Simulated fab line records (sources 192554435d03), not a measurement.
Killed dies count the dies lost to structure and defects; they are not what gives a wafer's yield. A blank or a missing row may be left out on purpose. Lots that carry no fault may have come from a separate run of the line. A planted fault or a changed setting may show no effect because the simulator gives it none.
fab line records ; flow n5_finfet
record lots=5; wafers=15; last_day=16
route steps=1938 shown BEOL_M4@1099 BEOL_M5@1112 BEOL_M8@1332 PASSIVATION@1936
lots that met no fault: from a run of the same line without faults
start_h: start of the lot's first displayed wafer, in hours after the record's first day ; wait_h: hours from the lot's prior step to this one ; " same as the row above ; L1.1+2: a single row standing in for several wafers ; - value missing, or start not given ; * or withheld: withheld ; < > ~ a bound
route shown NAME@n: NAME is a module with steps in the file, n the number in the route of the first one ; usual: mean/standard deviation taken from wafers without a fault ; same: alike in all rows ; chamber/n: place in a boat ; sites: readings site by site ; _std_site: their standard deviation ; _edge_site: mean of outer sites minus mean of inner sites ; radius_mm: how far each site lies from the wafer's centre ; mask NAME#n: copy n ; behind: the most recent tool/chamber to have shaped the wafer ; hold: why the lot went on hold/how many hours it stayed there/how the hold came to an end ; device: transistor that didn't switch, given as n, p or np ; end of line: the route-end tests of the same wafers ; a step without rows: its recipe alone ; killed: at the first sort, the dies lost to defects and structure; wafer yield is something else ; map: dies across one wafer; x = killed, . = not, _ = none there
set.NAME: the setting that was run; set.NAME@STEP: the one run at that earlier step ; model.NAME: the simulator's own value behind a step, which no gauge read
certain route steps with their lots: each step a table, each wafer a row
services: from which hour (start_h, from the record's first day; less than 0 if before it) a tool's chamber was out of use, for how many hours, and why
## steps
# step N5_BEOL_M4_ANNEAL_95
# recipe temp_c=400; time_s=240; ambient=vacuum
# step N5_BEOL_M4_SPUTTER_96
# recipe material=Cu; target_thk_a=45; temp_c=-20; chamber_pressure_pa=0.07; power_w=withheld; time_s=8.29
# step N5_BEOL_M4_ECD_50
# recipe material=Cu; target_thk_a=3000
# step N5_BEOL_M4_ANNEAL_51
# recipe temp_c=225; time_s=90; ambient=N2
# step N5_BEOL_M4_CMP_52
# recipe stop_on=SiOC; t_overpolish_s=6.8; down_force_psi=1; platen_rpm=50; clearing_platen_down_force_psi=1.5; clearing_platen_rpm=50; post_cmp_clean=cu_alkaline; target_thk_nm=40; clearing_platen_pad_velocity_m_s=0.99484; pad_velocity_m_s=0.99484
# step N5_BEOL_M4_PRE_CLEAN_60
# recipe gas=NH3/H2; time_s=15; temp_c=*; rf_power_w=300
# step N5_BEOL_M4_CO_CAP_55
# recipe material=Co; target_thk_a=20; temp_c=200; precursor=CCTBA/H2; pressure_torr=30; time_s=102.1
# step N5_BEOL_M4_PRE_CLEAN_56
# recipe gas=NH3; time_s=15; temp_c=withheld; rf_power_w=300
# step N5_BEOL_M4_DEP_57
# recipe material=SiCN; target_thk_a=80; temp_c=withheld; precursor=3MS/NH3; pressure_torr=3; rf_w=202; time_s=14
# step N5_BEOL_M4_RC_MEAS_101
# usual DIBL_N=36.2/2; DIBL_P=36.1/2.4; IOFF_N=0.16/0.035; IOFF_P=0.22/0.041; ION_N=675/14; ION_P=465/8.6; SS_N=71.5/0.64; SS_P=73.2/0.76; VT_N=250/3.9; VT_P=-249/3.4
lot.wafer;tool;chamber;start_h;wait_h;DIBL_N[mV/V];DIBL_P[mV/V];IOFF_N[nA/um];IOFF_P[nA/um];ION_N[uA/um];ION_P[uA/um];SS_N[mV/dec];SS_P[mV/dec];VT_N[mV];VT_P[mV]
L728.2;prober-02;0;196.23;0.2;34.4;33.5;0.13;0.19;662;459;71.5;73.2;250;-250
L728.3;prober-02;0;196.23;0.2;37.3;36.8;0.20;0.25;694;477;71.6;74.1;246;-248
L728.6;prober-02;0;196.23;0.2;33.8;32.4;0.13;0.18;679;469;70.0;72.2;248;-252
L734.2;prober-02;0;225.34;0.2;33.3;33.7;0.12;0.18;647;453;70.1;72.8;253;-247
L734.3;prober-02;0;225.34;0.2;34.5;34.4;0.13;0.19;653;455;70.6;73.2;250;-251
L734.6;prober-02;0;225.34;0.2;35.4;34.5;0.15;0.19;671;462;71.1;73.5;251;-252
L735.3;prober-02;0;227.29;0.3;39.9;40.1;0.22;0.27;695;472;72.5;74.0;243;-245
L735.4;prober-02;0;227.29;0.3;35.2;33.3;0.12;0.15;671;460;71.5;73.3;252;-253
L735.6;prober-02;0;227.29;0.3;36.2;35.1;0.15;0.18;688;465;71.3;72.9;247;-252
L736.1;prober-01;0;245.24;0.0;35.3;34.6;0.15;0.24;669;468;71.6;73.5;250;-244
L736.2;prober-01;0;245.24;0.0;31.1;30.1;0.09;0.16;640;459;70.2;71.3;258;-252
L736.6;prober-01;0;245.24;0.0;30.4;30.0;0.09;0.17;654;464;70.2;71.8;257;-251
L741.1;prober-01;0;264.24;0.0;37.9;37.7;0.17;0.24;681;466;72.2;73.2;251;-245
L741.4;prober-01;0;264.24;0.0;35.6;35.9;0.13;0.21;671;474;71.3;72.7;253;-249
L741.5;prober-01;0;264.24;0.0;35.6;34.7;0.13;0.20;663;468;71.7;72.9;249;-248
# step N5_BEOL_M5_ILD_DEP_00
# recipe material=SiCOH_lowk; target_thk_a=1406.4; temp_c=300; precursor=DEMS/porogen; pressure_torr=5; rf_w=500; time_s=25.9
# step N5_BEOL_M5_CURE_79
# recipe temp_c=385; time_s=240; ambient=He/Ar; material=SiCOH_lowk
# step N5_BEOL_M5_PECVD_70
# recipe material=SiO2; target_thk_a=160; temp_c=400; precursor=TEOS/O2; pressure_torr=5.5; rf_w=450; teos_flow_sccm=53.8; gas=O2; flow_sccm=3000; time_s=18
# step N5_BEOL_M5_HM_DEP_02
# recipe material=TiN; target_thk_a=200; temp_c=25; chamber_pressure_pa=0.49996
# step N5_BEOL_M5_COAT_59
# recipe resist=SOC; temp_c=250; time_s=60; spin_rpm=1500; resist_thk_nm=60
# step N5_BEOL_M5_COAT_60
# recipe resist=SiARC; temp_c=220; time_s=60; spin_rpm=1500; resist_thk_nm=12
# step N5_BEOL_M5_COAT_71
# recipe resist=underlayer; temp_c=205; time_s=60; spin_rpm=1500; resist_thk_nm=5
# step N5_BEOL_M5_COAT_05
# recipe resist=CAR-EUV; spin_rpm=1500; resist_thk_nm=30
# step N5_BEOL_M5_EBR_07
# recipe solvent=PGMEA; ebr_width_mm=1.5
# step N5_BEOL_M5_SOFTBAKE_06
# recipe temp_c=110; time_s=60; resist=CAR-EUV
# step N5_BEOL_M5_EXPOSE_08
# recipe mask_id=M5; na=0.33; source_shape=annular; sigma_inner=0.4; sigma_outer=0.8; polarization=unpolarized; target_cd_nm=28; dose_mj=35.75
# step N5_BEOL_M5_PEB_09
# recipe peb_temp_c=100; peb_time_s=60; resist=CAR-EUV
# step N5_BEOL_M5_DEVELOP_10
# recipe develop_time_s=30; developer=TMAH; resist=CAR-EUV; rinse_liquid=surfactant_rinse; dry=air_spin; dev_temp_c=23
# step N5_BEOL_M5_DESCUM_16
# recipe chemistry=O2; time_s=7; source_power_w=50; bias_power_w=20; pressure_mtorr=20; rf_frequency_hz=2.712e+07; temp_c=40; resist=CAR-EUV; o2_flow_sccm=225
# step N5_BEOL_M5_ETCH_72
# recipe chemistry=N2/H2; target=underlayer; target_depth_a=65; mask_material=CAR-EUV; time_s=5.2; ion_energy_ev=200; pressure_mtorr=30; source_w=840; bias_w=150; n2_flow_sccm=200; h2_flow_sccm=200; ends=cleared
# step N5_BEOL_M5_ETCH_61
# recipe chemistry=CF4; target=SiARC; target_depth_a=156; mask_material=CAR-EUV; time_s=26; ion_energy_ev=80; pressure_mtorr=40; source_w=545; bias_w=36; Ar_flow_sccm=100; cf4_flow_sccm=100; ends=cleared
# step N5_BEOL_M5_ETCH_62
# recipe chemistry=N2/H2; target=SOC; target_depth_a=750; overetch_a=150; mask_material=SiARC; temp_c=40; time_s=112.5; ion_energy_ev=200; pressure_mtorr=30; source_w=840; bias_w=150; n2_flow_sccm=200; h2_flow_sccm=200
# step N5_BEOL_M5_STRIP_63
# recipe chemistry=N2/H2; temp_c=40; n2_flow_sccm=200; h2_flow_sccm=200; rf_frequency_hz=6e+07
# step N5_BEOL_M5_STRIP_73
# recipe chemistry=N2/H2; temp_c=40; n2_flow_sccm=200; h2_flow_sccm=200; rf_frequency_hz=6e+07
# step N5_BEOL_M5_STRIP_64
# recipe chemistry=CF4; resist=SiARC; power_w=300; bias_power_w=75; pressure_mtorr=50; cf4_flow_sccm=150; rf_frequency_hz=6e+07
# step N5_BEOL_M5_HM_OPEN_17
# recipe chemistry=Cl2/BCl3; target_depth_a=200; overetch_a=60; target=TiN; mask_material=SOC; ion_energy_ev=150; pressure_mtorr=10; icp_w=1000; bias_w=126; Cl2_flow_sccm=53.25; bcl3_flow_sccm=21.75; Ar_flow_sccm=25
# step N5_BEOL_M5_STRIP_19
# recipe chemistry=O2; power_w=400; temp_c=40; pressure_mtorr=30; rf_frequency_hz=6e+07; bias_power_w=0; overash_fraction=0.2; o2_flow_sccm=225
# step N5_BEOL_M5_COAT_65
# recipe resist=SOC; temp_c=250; time_s=60; spin_rpm=1500; resist_thk_nm=60
# step N5_BEOL_M5_COAT_66
# recipe resist=SiARC; temp_c=220; time_s=60; spin_rpm=1500; resist_thk_nm=12
# step N5_BEOL_M8_ILD_DEP_00
# recipe material=SiCOH_lowk; target_thk_a=1797.5; temp_c=300; precursor=DEMS/porogen; pressure_torr=5; rf_w=500; time_s=33.4
# usual heater_power_w=292/47; rf_fwd_power_W=495.8/1.8; showerhead_plenum_p_Torr=5.736/0.02; throttle_valve_pct=13.8/0.83
lot.wafer;tool;chamber;start_h;wait_h;heater_power_w;rf_fwd_power_W;showerhead_plenum_p_Torr;throttle_valve_pct;model.SiCOH_lowk_of_BEOL_M8_ILD_DEP_00.thk_nm
L728.2;pecvd-04;0;228.68;0.0;284;497.5;5.720;15.7;180.8
L728.3;pecvd-04;1;228.68;0.0;294;497.5;5.773;13.7;180.8
L728.6;pecvd-04;2;228.68;0.0;220;496.6;5.716;13.3;178.4
L734.2;pecvd-04;0;254.62;0.0;281;495.0;5.729;15.4;178.2
L734.3;pecvd-04;1;254.62;0.0;345;496.5;5.769;13.5;265.6
L734.6;pecvd-04;0;254.62;0.0;280;497.5;5.721;15.4;182.2
L735.3;pecvd-04;1;256.77;0.0;357;499.2;5.780;13.8;269.2
L735.4;pecvd-04;1;256.77;0.0;348;497.4;5.776;13.7;271.6
L735.6;pecvd-04;2;256.77;0.0;276;494.1;5.735;13.7;181.2
L736.1;pecvd-04;1;277.95;0.0;340;497.2;5.767;13.5;269.6
L736.2;pecvd-04;2;277.95;0.0;261;495.6;5.722;13.7;179.8
L736.6;pecvd-04;2;277.95;0.0;254;495.9;5.712;13.6;183.4
L741.1;pecvd-01;2;296.05;0.0;396;498.2;5.729;13.1;178.2
L741.4;pecvd-01;2;296.05;0.0;404;495.8;5.726;13.0;180.4
L741.5;pecvd-01;0;296.05;0.0;251;496.8;5.725;13.7;181.8
# step N5_BEOL_M8_THK_MEAS_01
# recipe reads=SiCOH_lowk_of_BEOL_M8_ILD_DEP_00
# usual M8_ILD_THK=155.3/2
lot.wafer;tool;chamber;start_h;wait_h;M8_ILD_THK[nm]
L728.2;film_metro-02;-;229.25;0.4;156.0
L728.3;film_metro-02;-;229.25;0.4;155.8
L728.6;film_metro-02;-;229.25;0.4;153.6
L734.2;film_metro-02;-;255.20;0.4;153.6
L734.3;film_metro-02;-;255.20;0.4;230.0
L734.6;film_metro-02;-;255.20;0.4;156.9
L735.3;film_metro-01;-;257.35;0.3;233.2
L735.4;film_metro-01;-;257.35;0.3;235.4
L735.6;film_metro-01;-;257.35;0.3;156.1
L736.1;film_metro-02;-;278.52;0.4;233.5
L736.2;film_metro-02;-;278.52;0.4;155.0
L736.6;film_metro-02;-;278.52;0.4;158.3
L741.1;film_metro-01;-;296.63;0.4;153.7
L741.4;film_metro-01;-;296.63;0.4;155.6
L741.5;film_metro-01;-;296.63;0.4;156.7
# step N5_BEOL_M8_CMP_52
# recipe stop_on=SiCOH_lowk; t_overpolish_s=6.9; down_force_psi=1; platen_rpm=50; clearing_platen_down_force_psi=1.5; clearing_platen_rpm=50; post_cmp_clean=cu_alkaline; target_thk_nm=80; clearing_platen_pad_velocity_m_s=0.99484; pad_velocity_m_s=0.99484
# usual motor_current_A=6.3/0.78
lot.wafer;tool;chamber;start_h;wait_h;motor_current_A;model.SiCOH_lowk_of_BEOL_M8_ILD_DEP_00.thk_nm
L728.3;cmp-03;2;236.43;0.2;5.9;152.8
L728.2;cmp-03;1;236.43;0.2;5.2;153
L728.6;cmp-03;2;236.43;0.2;5.6;150.8
L734.2;cmp-04;2;261.28;0.3;6.6;150.6
L734.3;cmp-04;0;261.28;0.3;5.7;227.2
L734.6;cmp-04;1;261.28;0.3;5.8;154
L735.3;cmp-04;0;264.82;0.2;5.6;230.4
L735.4;cmp-04;2;264.82;0.2;6.4;232.4
L735.6;cmp-04;0;264.82;0.2;5.5;153.2
L736.1;cmp-02;1;287.88;0.3;6.8;230.6
L736.2;cmp-02;3;287.88;0.3;5.8;152
L736.6;cmp-02;1;287.88;0.3;6.3;155.2
L741.1;cmp-04;3;301.98;0.3;6.7;150.8
L741.4;cmp-04;0;301.98;0.3;5.6;152.6
L741.5;cmp-04;2;301.98;0.3;6.3;153.8
# step N5_PASSIVATION_PROBE_49
# usual defect_limited_yield=91.1/1.4; killed_at_M0_to_M3=36/9.9; killed_at_M4_up=13/5.8; killed_at_contacts=14/5.9; killed_at_front_end=39/11; killed_at_other=3.4/2.9; killed_dies=105/17; killed_on_rim=15/3.9; killed_open=70/13; killed_short=34/7.3; sort_bin_5_function=5.3/1; sort_bin_6_memory=3.3/0.62; sort_bin_8_speed=0.01/0.057; sort_n_pass=1075/17; sort_yield_pct=91.1/1.4
# same gross_dies=1180; killed_at_back_side=0; sort_bin_4_leakage[%]=0
lot.wafer;tool;chamber;start_h;wait_h;defect_limited_yield[%];killed_at_M0_to_M3;killed_at_M4_up;killed_at_contacts;killed_at_front_end;killed_at_other;killed_dies;killed_on_rim;killed_open;killed_short;sort_bin_5_function[%];sort_bin_6_memory[%];sort_bin_8_speed[%];sort_n_pass;sort_yield_pct[%]
L734.3;prober-01;-;323.89;0.1;0;32;1112;8;24;4;1180;152;54;31;96.6;3.1;0;0;0
L735.3;prober-02;-;333.66;0.5;0;45;1101;10;23;1;1180;152;54;30;96.7;3.2;0;0;0
L735.4;prober-02;-;333.71;0.5;0;33;1109;14;23;1;1180;152;63;29;97.0;2.6;0;0;0
L735.6;prober-02;-;333.81;0.6;93.6;39;10;6;20;0;75;10;55;19;4.0;2.4;0;1105;93.6
L736.1;prober-01;-;353.71;0.0;0;19;1110;11;35;5;1180;152;50;26;96.7;3.0;0;0;0
L741.1;prober-01;-;379.08;0.0;89.7;42;14;26;33;6;121;11;88;29;5.7;4.3;0;1059;89.7
L741.4;prober-01;-;379.23;0.2;89.0;42;23;15;49;1;130;18;87;42;6.7;3.9;0;1050;89.0
L741.5;prober-01;-;379.28;0.2;90.5;43;15;24;28;2;112;22;69;43;5.0;4.1;0;1068;90.5
# killed by level:class
L734.3 BEOL_M8:area_etch=1095 BEOL_M2:geometric_particle:open=9 MOL_CONTACT_COAG:geometric_particle:open=8 BEOL_M5:geometric_particle:open=8 FIN_SAQP:geometric_particle:open=4 BEOL_M0_SAQP:geometric_particle:short=4 BEOL_M2:geometric_particle:short=4 BEOL_M3:geometric_particle:open=4
L735.3 BEOL_M8:area_etch=1095 BEOL_M0_SAQP:geometric_particle:short=9 MOL_CONTACT_COAG:geometric_particle:open=8 BEOL_M0_SAQP:geometric_particle:open=7 BEOL_M2:geometric_particle:open=7 BEOL_M3:geometric_particle:open=7 BEOL_M0:geometric_particle:open=6 FIN_SAQP:geometric_particle:short=5
L735.4 BEOL_M8:area_etch=1088 MOL_CONTACT_COAG:geometric_particle:open=11 BEOL_M4:geometric_particle:open=11 BEOL_M0_SAQP:geometric_particle:open=8 BEOL_M2:geometric_particle:open=6 DUMMY_GATE:geometric_particle:open=5 GATE_CUT:geometric_particle:short=5 BEOL_M0:geometric_particle:open=5
L735.6 BEOL_M2:geometric_particle:open=10 BEOL_M3:geometric_particle:open=9 BEOL_M0_SAQP:geometric_particle:short=8 STARTING-WAFER:geometric_particle:open=7 BEOL_M4:geometric_particle:open=7 MOL_CONTACT_COAG:geometric_particle:open=6 DUMMY_GATE:geometric_particle:open=5 BEOL_M0_SAQP:geometric_particle:open=4
L736.1 BEOL_M8:area_etch=1103 FIN_SAQP:geometric_particle:open=9 FIN_SAQP:geometric_particle:short=8 MOL_CONTACT_COAG:geometric_particle:open=8 BEOL_M3:geometric_particle:open=5 STI_FIN_REVEAL:geometric_particle:open=4 BEOL_M2:geometric_particle:open=4 BEOL_M4:geometric_particle:open=4
L741.1 MOL_CONTACT_COAG:geometric_particle:open=21 BEOL_M2:geometric_particle:open=14 STI_FIN_REVEAL:geometric_particle:open=9 BEOL_M1:geometric_particle:open=8 BEOL_M0_SAQP:geometric_particle:open=7 FIN_SAQP:geometric_particle:open=6 MOL_CONTACT_COAG:geometric_particle:short=5 BEOL_M4:geometric_particle:open=5
L741.4 FIN_SAQP:geometric_particle:short=13 MOL_CONTACT_COAG:geometric_particle:open=12 BEOL_M1:geometric_particle:open=11 STI_FIN_REVEAL:geometric_particle:open=9 BEOL_M5:geometric_particle:open=9 BEOL_M0_SAQP:geometric_particle:open=8 FIN_SAQP:geometric_particle:open=7 BEOL_M1:geometric_particle:short=6
L741.5 MOL_CONTACT_COAG:geometric_particle:open=17 BEOL_M0_SAQP:geometric_particle:short=12 STI_FIN_REVEAL:geometric_particle:open=8 MOL_CONTACT_COAG:geometric_particle:short=7 BEOL_M4:geometric_particle:open=7 BEOL_M0_SAQP:geometric_particle:open=6 BEOL_M1:geometric_particle:open=6 FIN_SAQP:geometric_particle:short=5
# map L734.3 (x killed, . not)
_________________xxxxxxxxxxxx________________
______________xxxxxxxxxxxxxxxxxx_____________
___________xxxxxxxxxxxxxxxxxxxxxxxx__________
__________xxxxxxxxxxxxxxxxxxxxxxxxxx_________
________xxxxxxxxxxxxxxxxxxxxxxxxxxxxxx_______
_______xxxxxxxxxxxxxxxxxxxxxxxxxxxxxxxx______
______xxxxxxxxxxxxxxxxxxxxxxxxxxxxxxxxxx_____
_____xxxxxxxxxxxxxxxxxxxxxxxxxxxxxxxxxxxx____
____xxxxxxxxxxxxxxxxxxxxxxxxxxxxxxxxxxxxxx___
___xxxxxxxxxxxxxxxxxxxxxxxxxxxxxxxxxxxxxxxx__
___xxxxxxxxxxxxxxxxxxxxxxxxxxxxxxxxxxxxxxxx__
__xxxxxxxxxxxxxxxxxxxxxxxxxxxxxxxxxxxxxxxxxx_
__xxxxxxxxxxxxxxxxxxxxxxxxxxxxxxxxxxxxxxxxxx_
_xxxxxxxxxxxxxxxxxxxxxxxxxxxxxxxxxxxxxxxxxxxx
_xxxxxxxxxxxxxxxxxxxxxxxxxxxxxxxxxxxxxxxxxxxx
_xxxxxxxxxxxxxxxxxxxxxxxxxxxxxxxxxxxxxxxxxxxx
_xxxxxxxxxxxxxxxxxxxxxxxxxxxxxxxxxxxxxxxxxxxx
_xxxxxxxxxxxxxxxxxxxxxxxxxxxxxxxxxxxxxxxxxxxx
_xxxxxxxxxxxxxxxxxxxxxxxxxxxxxxxxxxxxxxxxxxxx
_xxxxxxxxxxxxxxxxxxxxxxxxxxxxxxxxxxxxxxxxxxxx
_xxxxxxxxxxxxxxxxxxxxxxxxxxxxxxxxxxxxxxxxxxxx
__xxxxxxxxxxxxxxxxxxxxxxxxxxxxxxxxxxxxxxxxxx_
__xxxxxxxxxxxxxxxxxxxxxxxxxxxxxxxxxxxxxxxxxx_
___xxxxxxxxxxxxxxxxxxxxxxxxxxxxxxxxxxxxxxxx__
___xxxxxxxxxxxxxxxxxxxxxxxxxxxxxxxxxxxxxxxx__
____xxxxxxxxxxxxxxxxxxxxxxxxxxxxxxxxxxxxxx___
_____xxxxxxxxxxxxxxxxxxxxxxxxxxxxxxxxxxxx____
______xxxxxxxxxxxxxxxxxxxxxxxxxxxxxxxxxx_____
_______xxxxxxxxxxxxxxxxxxxxxxxxxxxxxxxx______
________xxxxxxxxxxxxxxxxxxxxxxxxxxxxxx_______
__________xxxxxxxxxxxxxxxxxxxxxxxxxx_________
___________xxxxxxxxxxxxxxxxxxxxxxxx__________
______________xxxxxxxxxxxxxxxxxx_____________
_________________xxxxxxxxxxxx________________
# map L735.3 (x killed, . not)
_________________xxxxxxxxxxxx________________
______________xxxxxxxxxxxxxxxxxx_____________
___________xxxxxxxxxxxxxxxxxxxxxxxx__________
__________xxxxxxxxxxxxxxxxxxxxxxxxxx_________
________xxxxxxxxxxxxxxxxxxxxxxxxxxxxxx_______
_______xxxxxxxxxxxxxxxxxxxxxxxxxxxxxxxx______
______xxxxxxxxxxxxxxxxxxxxxxxxxxxxxxxxxx_____
_____xxxxxxxxxxxxxxxxxxxxxxxxxxxxxxxxxxxx____
____xxxxxxxxxxxxxxxxxxxxxxxxxxxxxxxxxxxxxx___
___xxxxxxxxxxxxxxxxxxxxxxxxxxxxxxxxxxxxxxxx__
___xxxxxxxxxxxxxxxxxxxxxxxxxxxxxxxxxxxxxxxx__
__xxxxxxxxxxxxxxxxxxxxxxxxxxxxxxxxxxxxxxxxxx_
__xxxxxxxxxxxxxxxxxxxxxxxxxxxxxxxxxxxxxxxxxx_
_xxxxxxxxxxxxxxxxxxxxxxxxxxxxxxxxxxxxxxxxxxxx
_xxxxxxxxxxxxxxxxxxxxxxxxxxxxxxxxxxxxxxxxxxxx
_xxxxxxxxxxxxxxxxxxxxxxxxxxxxxxxxxxxxxxxxxxxx
_xxxxxxxxxxxxxxxxxxxxxxxxxxxxxxxxxxxxxxxxxxxx
_xxxxxxxxxxxxxxxxxxxxxxxxxxxxxxxxxxxxxxxxxxxx
_xxxxxxxxxxxxxxxxxxxxxxxxxxxxxxxxxxxxxxxxxxxx
_xxxxxxxxxxxxxxxxxxxxxxxxxxxxxxxxxxxxxxxxxxxx
_xxxxxxxxxxxxxxxxxxxxxxxxxxxxxxxxxxxxxxxxxxxx
__xxxxxxxxxxxxxxxxxxxxxxxxxxxxxxxxxxxxxxxxxx_
__xxxxxxxxxxxxxxxxxxxxxxxxxxxxxxxxxxxxxxxxxx_
___xxxxxxxxxxxxxxxxxxxxxxxxxxxxxxxxxxxxxxxx__
___xxxxxxxxxxxxxxxxxxxxxxxxxxxxxxxxxxxxxxxx__
____xxxxxxxxxxxxxxxxxxxxxxxxxxxxxxxxxxxxxx___
_____xxxxxxxxxxxxxxxxxxxxxxxxxxxxxxxxxxxx____
______xxxxxxxxxxxxxxxxxxxxxxxxxxxxxxxxxx_____
_______xxxxxxxxxxxxxxxxxxxxxxxxxxxxxxxx______
________xxxxxxxxxxxxxxxxxxxxxxxxxxxxxx_______
__________xxxxxxxxxxxxxxxxxxxxxxxxxx_________
___________xxxxxxxxxxxxxxxxxxxxxxxx__________
______________xxxxxxxxxxxxxxxxxx_____________
_________________xxxxxxxxxxxx________________
## services
tool;chamber;start_h;hours;kind
pecvd-04;-;205.06;9.1;repair
cmp-04;-;220.54;7.4;pm
pecvd-01;1;238.05;5.5;scheduled_down
cmp-02;-;243.74;0.9;repair
cmp-03;-;250.05;1.6;repair
cmp-02;-;260.57;4.2;pm
cmp-04;-;280.31;0.6;repair
cmp-02;-;281.29;4.0;pm
cmp-02;-;285.29;-;consumable_replace:conditioner
cmp-02;-;285.29;-;consumable_replace:pad
cmp-03;-;293.91;4.0;pm
cmp-03;-;297.91;-;consumable_replace:conditioner
cmp-03;-;297.91;-;consumable_replace:pad
## key
first_sign step=N5_BEOL_M8_THK_MEAS_01; reading=M8_ILD_THK; direction=up; sigmas=39; usual=155.3; struck=233.0
effect step=N5_PASSIVATION_PROBE_49; reading=killed_at_M4_up; direction=up; sigmas=99+; usual=13; struck=1108
model_effect step=N5_BEOL_M8_ILD_DEP_00; value=SiCOH_lowk_of_BEOL_M8_ILD_DEP_00.thk_nm; without=181.9; struck=269
model_effect step=N5_BEOL_M8_CMP_52; value=SiCOH_lowk_of_BEOL_M8_ILD_DEP_00.thk_nm; without=153.9; struck=230.2
more_kills_born_at N5_BEOL_M8_ETCH_41@rie_diel-03=3286; N5_BEOL_M8_ETCH_41@rie_diel-01=1095
met_at N5_BEOL_M8_ILD_DEP_00
struck_wafers L734.3,L735.3,L735.4,L736.1
later_rows_left_out L734.3,L735.3,L735.4,L736.1
baseline_loss step=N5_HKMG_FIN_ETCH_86; wafers=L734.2
onset_between 228.68 254.62
fault kind=process_parameter_drift; tool=pecvd-04; chamber=1; onset_h=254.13; steps=N5_BEOL_M8_ILD_DEP_00; channel=target_thk_a; offset=*; shape=step; end_h=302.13; acts_in=*; stated=*
# later_rows_left_out: the simulator's readings of these wafers behind a module that went badly wrong aren't trusted and aren't shown, but for the sort
# baseline_loss: these wafers lose ten dies or more at that step, a loss of the line's own and not of a fault; the sort's usual values leave them out
